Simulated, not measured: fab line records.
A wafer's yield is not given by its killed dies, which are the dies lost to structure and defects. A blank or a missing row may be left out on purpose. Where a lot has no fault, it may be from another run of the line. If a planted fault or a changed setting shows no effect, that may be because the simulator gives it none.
What tool caused it? + flow nand_harc + 33 wafers from 11 lots sampled at 5 of the route's 1159 steps

WHAT THE GAUGES SHOWED, per wafer
NHARC_END_SORT_01.
| lot  | measured     | on        | killed_at_array |
|------|--------------|-----------|-----------------|
| L714 | day 23 15:31 | prober-02 | 49 36 38        |
| L718 | day 24 05:35 | prober-02 | 22 18 14        |
| L719 | day 23 22:34 | prober-02 | 37 40 39        |

WHICH TOOL RAN EACH LOT (tool, then ch and the chambers of the sampled wafers, then the start)
| lot  | NHARC_P_STI_ETCH_31                           | NHARC_P_GATE_DEP_103            | NHARC_P_GATE_ETCH_104              | NHARC_P_GATE_ETCH_114                         |
|------|-----------------------------------------------|---------------------------------|------------------------------------|-----------------------------------------------|
| L704 | rie_diel-08 ch 0,1,2, day 4 23:53 or earlier  | pecvd-01 ch 0,2, day 4 23:53    | rie_diel-09 ch 1,3, day 5 00:49    | rie_diel-09 ch 0,1, no start                  |
| L705 | rie_diel-04 ch 0,1,2, day 5 08:08 or earlier  | pecvd-04 ch 0,1, day 5 08:08    | rie_diel-06 ch 0,1,3, day 5 08:59  | rie_diel-06 ch 0,2,3, no start                |
| L709 | rie_diel-04 ch 1,2,3, day 6 11:43 or earlier  | pecvd-01 ch 1,2, day 6 11:43    | rie_diel-09 ch 1,2,3, day 6 12:32  | rie_diel-09 ch 1,2,3, no start                |
| L712 | rie_diel-04 ch 1,2, day 6 23:46 or earlier    | pecvd-04 ch 0,1,2, day 6 23:46  | rie_diel-09 ch 0,3, day 7 00:38    | rie_diel-09 ch 0,1,2, no start                |
| L714 | rie_diel-08 ch 0,1,2, day 7 21:50 or earlier  | pecvd-01 ch 0,1,2, day 7 21:50  | rie_diel-06 ch 0,1,2, day 7 23:00  | rie_diel-06 ch 1,2,3, day 23 15:31 or earlier |
| L716 | rie_diel-01 ch 0,2,3, day 7 21:10 or earlier  | pecvd-03 ch 0,2, day 7 21:10    | rie_diel-13 ch 0,3, day 7 22:20    | rie_diel-13 ch 1,2,3, no start                |
| L717 | rie_diel-08 ch 0,3, day 7 21:29 or earlier    | pecvd-01 ch 1,2, day 7 21:29    | rie_diel-06 ch 2,3, day 7 22:33    | rie_diel-06 ch 1,2, no start                  |
| L718 | rie_diel-04 ch 0,2,3, day 8 12:08 or earlier  | pecvd-03 ch 0,1,2, day 8 12:08  | rie_diel-06 ch 1,2, day 8 13:04    | rie_diel-06 ch 0,1,3, day 24 05:35 or earlier |
| L719 | rie_diel-01 ch 1,2, day 8 12:26 or earlier    | pecvd-03 ch 1,2, day 8 12:26    | rie_diel-06 ch 2,3, day 8 13:20    | rie_diel-06 ch 1,3, day 23 22:34 or earlier   |
| L725 | rie_diel-04 ch 0,1,3, day 10 03:54 or earlier | pecvd-01 ch 0,1,2, day 10 03:54 | rie_diel-09 ch 0,1,2, day 10 04:51 | rie_diel-09 ch 0,2,3, no start                |
| L726 | rie_diel-08 ch 0,1,3, day 10 10:06 or earlier | pecvd-04 ch 0,1,2, day 10 10:06 | rie_diel-09 ch 0,2,3, day 10 11:03 | rie_diel-09 ch 1,3, no start                  |
- NHARC_P_STI_ETCH_31: etches the open film in CF4/CHF3, target depth 108.9 nm, time 54.5 s.
- NHARC_P_GATE_DEP_103: deposits SiON, target thk 30 nm.
- NHARC_P_GATE_ETCH_104: etches the open film in CF4/CHF3, target depth 60 nm.
- NHARC_P_GATE_ETCH_114: etches the open film in CF4/O2, target depth 30 nm, overetch 3 nm, time 16.5 s.

THE ANSWER, worked out from the rows above alone
Rule: the lots themselves supply what counts as usual. The widest of any qualifying gaps counts: lots, ordered by their means at a reading, are off when they make up no more than a third of the lots, leave a main group of 4 or more, and stand apart from it by 3 or more times the standard deviation of that group's means. If all means in a main group match to the digits the tables above print for the reading, that group is not used. Also off: a lot with no number at a reading for which 4 or more lots have one. Any other lot the step has rows for is counted as sound.
No lot is off on any of the readings shown, so nothing can be concluded from this.

WHAT THE SIMULATOR HAD INSERTED
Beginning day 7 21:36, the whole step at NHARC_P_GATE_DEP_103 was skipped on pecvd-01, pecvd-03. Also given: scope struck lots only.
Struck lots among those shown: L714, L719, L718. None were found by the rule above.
